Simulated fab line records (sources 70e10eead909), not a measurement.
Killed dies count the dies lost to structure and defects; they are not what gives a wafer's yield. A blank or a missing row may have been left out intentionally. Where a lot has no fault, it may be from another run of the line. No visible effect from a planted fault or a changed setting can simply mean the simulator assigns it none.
Which tool is to blame? | flow nand_harc | Sampling: 11 lots, 33 wafers, 2 of 1302 route steps

== WHAT THE GAUGES READ, wafer by wafer ==
NHARC_P_GATE_CD_MEAS_26: target cd 120 nm.
lot  | measured     | on        | cd_nm (nm)
L848 | day 5 20:32  | cd_sem-01 | 119.3 119.7 117.6
L849 | day 6 12:47  | cd_sem-03 | 120.7 119.3 119.9
L851 | day 7 05:45  | cd_sem-02 | 118.3 118.8 120.1
L852 | day 7 21:13  | cd_sem-02 | 119.2 120.1 118.7
L853 | day 7 21:38  | cd_sem-03 | 121.0 119.9 119.6
L854 | day 8 10:43  | cd_sem-01 | 118.7 119.6 118.7
L856 | day 9 10:59  | cd_sem-01 | 119.9 120.3 118.9
L860 | day 11 03:19 | cd_sem-02 | 120.1 120.4 120.4
L863 | day 12 05:20 | cd_sem-02 | 95.2 95.0 94.8
L866 | day 13 05:09 | cd_sem-01 | 94.2 95.1 94.5
L869 | day 14 11:45 | cd_sem-02 | 120.6 119.9 119.6

== WHICH TOOL RAN EACH LOT (tool, then ch and the chambers of the sampled wafers, then the start) ==
lot  | NHARC_P_GATE_PEB_24
L848 | litho_track-01 ch 0, day 5 20:28
L849 | litho_track-04 ch 0, day 6 12:43
L851 | litho_track-04 ch 0, day 7 05:40
L852 | litho_track-04 ch 0, day 7 21:08
L853 | litho_track-06 ch 0, day 7 21:34
L854 | litho_track-01 ch 0, day 8 10:38
L856 | litho_track-04 ch 0, day 9 10:55
L860 | litho_track-06 ch 0, day 11 03:14
L863 | litho_track-04 ch 0, day 12 05:16
L866 | litho_track-04 ch 0, day 13 05:04
L869 | litho_track-06 ch 0, day 14 11:40
- NHARC_P_GATE_PEB_24: peb time 65 s.

== THE ANSWER, worked out from the rows above alone ==
Rule: the lots themselves supply what counts as usual. Put in order of their means at a reading, lots are off if they are a third of the lots or fewer, leave a main group of 4 or more, and stand apart from it by a gap of 3 or more times the standard deviation of the main group's means; of several such gaps the widest counts. Not used: any main group whose means are identical at the precision the tables above print for the reading. A lot without any number at a reading at which 4 lots or more have one is off too. Any other lot the step has rows for is counted as sound.
Off: L863, L866, at NHARC_P_GATE_CD_MEAS_26 (cd_nm). The main group: mean 119.6 nm, standard deviation 0.52.
If a tool, at a process step before that reading, ran all the lots that are off and no sound lot after the first of them, it fits. Those tools and the gauges at NHARC_P_GATE_CD_MEAS_26 are tried in the same way. One fits: litho_track-04 at NHARC_P_GATE_PEB_24. Its last sound lot is L856 (day 9 10:55), its first lot that is off L863 (day 12 05:16): a fault that began between those two fits.

== WHAT HAD BEEN PUT IN BY THE SIMULATOR ==
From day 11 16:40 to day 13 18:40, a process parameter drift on litho_track-04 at NHARC_P_GATE_PEB_24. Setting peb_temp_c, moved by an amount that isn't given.
Shown lots that were struck: L863, L866. The rule above found the same.
